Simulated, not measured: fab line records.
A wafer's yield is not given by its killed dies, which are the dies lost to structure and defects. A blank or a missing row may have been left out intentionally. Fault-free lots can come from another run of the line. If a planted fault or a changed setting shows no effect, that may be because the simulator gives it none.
Problem report, 8D (eight disciplines) form, completed by code | flow n5Finfet | the parts of the form that need people (team, actions taken, sign-off) are left out

== 1. THE ISSUE ==
Wafers with no fault read 14 with a standard deviation of 4.1, whereas killedOnRim at N5_PASSIVATION_PROBE_49 reads a mean of 32 on 1 wafer of 1 lot. Relative to the usual mean, that is a shift of +4.4 standard deviations.
Earliest sighting: wafer L783.6 on prober-01 at day 15 07:13. The record holds 8 wafers of 3 lots with a number at this step. Rule for "out" (also "out of limits"): further than 4 standard deviations from the usual mean. All remaining wafers that have a number are taken as sound.

== 2. WHAT IT IS; WHAT IT IS NOT ==
question                    | is                | is not
which readings at this step | killedOnRim       | killed_at_M4_up, killedAtContacts, killedAtFrontEnd, killedAtOther, killedOpen, killedShort, sort_bin_5_function
which lots                  | L783              | L776, L780
which wafers of those lots  | L783.6            | L783.2, L783.3
read on which tools         | prober-01         | prober-02
when                        | from day 15 07:13 | up to then (7 sound wafers)

== 3. SUSPECTS, AND WHAT RULES EACH OUT ==
Counting: any tool at a process step up to the reading remains a suspect provided it ran every lot that is out. Sound lots after the first of them don't rule it out here, since some wafers of a struck lot are sound.
- rieDiel-03 at N5_BEOL_M0_ETCH_138 (etches SiCN in CH3F/O2, target depth 12 nm, time 31.6 s): kept. L783, the lot that is out, went through it at day 8 22:51; up to then, the latest sound lot through it was L776 at day 6 22:18.
- rieMetal-01 at N5_MIM_BOT_ETCH_ETCH_03 (etches the open film in Cl2/BCl3, target depth 12 nm): kept. It ran the lot that is out, L783 (day 14 20:34).
- pecvd-04 at N5_PASSIVATION_PECVD_01 (deposits SiNx from SiH4/NH3/N2, target thk 200 nm, time 43.2 s): kept. L783, the lot that is out, went through it at day 14 21:28; up to then, the latest sound lot through it was L780 at day 13 15:36.
- prober-01 at N5_PASSIVATION_PROBE_49: kept. L783, the lot that is out, went through it at day 15 07:01; up to then, the latest sound lot through it was L776 at day 13 07:32. Its own killedOnRim readings are out on those wafers.
- In rieDiel-03 at N5_BEOL_M0_ETCH_138, the wafers that are out were processed in chamber 1 and their sound lot-mates in chambers 0, 3.
Left after counting: rieDiel-03 at N5_BEOL_M0_ETCH_138, rieMetal-01 at N5_MIM_BOT_ETCH_ETCH_03, pecvd-04 at N5_PASSIVATION_PECVD_01, prober-01 at N5_PASSIVATION_PROBE_49.

== 4. THE CAUSE (what the simulator had put in) ==
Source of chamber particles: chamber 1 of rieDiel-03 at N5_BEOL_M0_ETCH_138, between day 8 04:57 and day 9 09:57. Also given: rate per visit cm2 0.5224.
4 suspects survive the count, and this tool is in that group.

== 5. THE CHAIN OF EFFECTS, in route order ==
Rows list readings where the struck wafers' mean (over those with a number) sits beyond 3 standard deviations from the usual. Readings are gone through only where the record gives a usual standard deviation; hours: the median, over the lots, of the time from a lot's start at the first step in this table giving one to that lot's start at this step; sigmas: the change measured in usual standard deviations.
hours | step                    | reading            | usual | on struck wafers | change | sigmas
0     | N5_PASSIVATION_PROBE_49 | killed_at_M0_to_M3 | 31    | 67               | +36    | +3.6
0     | N5_PASSIVATION_PROBE_49 | killedOnRim        | 14    | 32               | +18    | +4.4
It contains these process steps:
- N5_PASSIVATION_PROBE_49

== 6. HOW IT WOULD HAVE BEEN CAUGHT EARLIER ==
In this record no reading fell out of limits until day 15 07:13, 170 hours after the fault had begun at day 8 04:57.
No tool reading at N5_BEOL_M0_ETCH_138 that has a usual standard deviation in the record was out on any struck wafer, so an alarm limit of 4 standard deviations on those readings would not have fired.
Each of the lots that are out, 1 in all, had begun N5_BEOL_M0_ETCH_138 on rieDiel-03 no later than day 15 07:13. Holding the tool at that point would not have protected any of them.
